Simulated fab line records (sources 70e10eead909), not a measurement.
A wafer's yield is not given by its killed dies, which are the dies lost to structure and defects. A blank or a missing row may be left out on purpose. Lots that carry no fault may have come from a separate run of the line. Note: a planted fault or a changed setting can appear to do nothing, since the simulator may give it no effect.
Chamber matching -- flow nandHarc -- NHARC_A_STAIRCASE_TRIM_220 on rieDiel-08: 4 sister chambers
The step chemistry O2, time 211.2 s. 39 wafers are shown with their chamber, then 12 later ones without.

== WAFERS WITH THEIR CHAMBER ==
wafer,chamber,drypumpMotorCurrentA (A),showerheadPlenumPTorr (Torr),oesProductAu (a.u.)
L074.1,3,6.4,3.47,0.988
L074.4,0,5.7,3.50,0.996
L074.5,2,6.3,3.49,0.990
L075.2,0,5.7,3.49,0.996
L075.4,3,6.4,3.47,0.993
L075.6,2,6.3,3.49,0.975
L076.3,0,5.7,3.49,1.000
L076.4,1,6.5,3.36,1.003
L076.5,3,6.4,3.47,0.999
L077.4,2,6.3,3.49,0.997
L077.5,3,6.3,3.47,1.003
L077.6,2,6.3,3.49,0.991
L082.1,0,5.7,3.49,0.987
L082.3,2,6.3,3.48,0.991
L082.6,3,6.4,3.46,0.994
L079.2,2,6.3,3.48,0.987
L079.4,1,6.5,3.36,0.990
L079.6,2,6.3,3.48,0.992
L083.1,2,6.3,3.48,0.980
L083.3,1,6.4,3.36,0.987
L083.5,1,6.5,3.36,0.997
L086.2,2,6.3,3.48,0.993
L086.4,0,5.7,3.49,0.991
L086.5,0,5.7,3.49,0.985
L084.1,3,6.4,3.46,0.997
L084.2,2,6.3,3.48,0.979
L084.4,1,6.4,3.36,0.992
L087.4,3,6.3,3.46,0.998
L087.5,0,5.7,3.48,0.989
L087.6,1,6.4,3.35,0.998
L085.1,1,6.5,3.35,0.997
L085.3,3,6.4,3.45,0.996
L085.5,1,6.5,3.35,0.997
L091.3,1,6.5,3.35,1.003
L091.5,0,5.6,3.48,0.997
L091.6,1,6.4,3.35,0.999
L090.1,1,6.5,3.35,0.992
L090.2,0,5.7,3.48,0.992
L090.3,3,6.4,3.45,0.993

SIGNATURES (means of the wafers above)
reading,chamber 0,chamber 1,chamber 2,chamber 3,scatter within a chamber
drypumpMotorCurrentA,5.689,6.464,6.300,6.378,0.0378
showerheadPlenumPTorr,3.4878,3.3545,3.4840,3.4622,0.00638
oesProductAu,0.99256,0.99591,0.98750,0.99567,0.00553
Rule: for each reading, subtract the chamber's mean from the wafer's reading, divide by that reading's scatter and square the result; add these up over the readings and take the root, which gives the wafer's distance from the chamber. The wafer belongs to the nearest chamber; if the next one is less than 2 further off, it can't be placed. How the scatter is found: for the shown wafers, subtract from each reading the mean of its chamber, square and add these, divide the total by (wafers less chambers), then take the root.

== WAFERS MISSING THEIR CHAMBER ==
wafer,drypumpMotorCurrentA (A),showerheadPlenumPTorr (Torr),oesProductAu (a.u.)
L093.2,6.4,3.45,0.989
L093.4,6.3,3.47,0.982
L093.6,6.3,3.45,0.993
L096.1,5.7,3.47,0.992
L096.3,6.4,3.35,1.006
L096.5,5.7,3.47,0.996
L095.2,6.5,3.34,0.997
L095.4,6.4,3.45,0.994
L095.6,6.5,3.34,1.008
L097.1,5.7,3.47,0.995
L097.2,6.3,3.47,0.998
L097.3,6.4,3.44,0.999

== WHICH CHAMBER EACH ONE RAN IN ==
wafer,from the rows above,in truth
L093.2,3,3
L093.4,can't be placed: 2 or 3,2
L093.6,3,3
L096.1,0,0
L096.3,1,1
L096.5,0,0
L095.2,1,1
L095.4,3,3
L095.6,1,1
L097.1,0,0
L097.2,can't be placed: 3 or 2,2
L097.3,3,3
Correct placement for 10 of the 12. Not placeable from these rows: 2 (in 2, the candidates include the true chamber). Wrongly placed: 0.
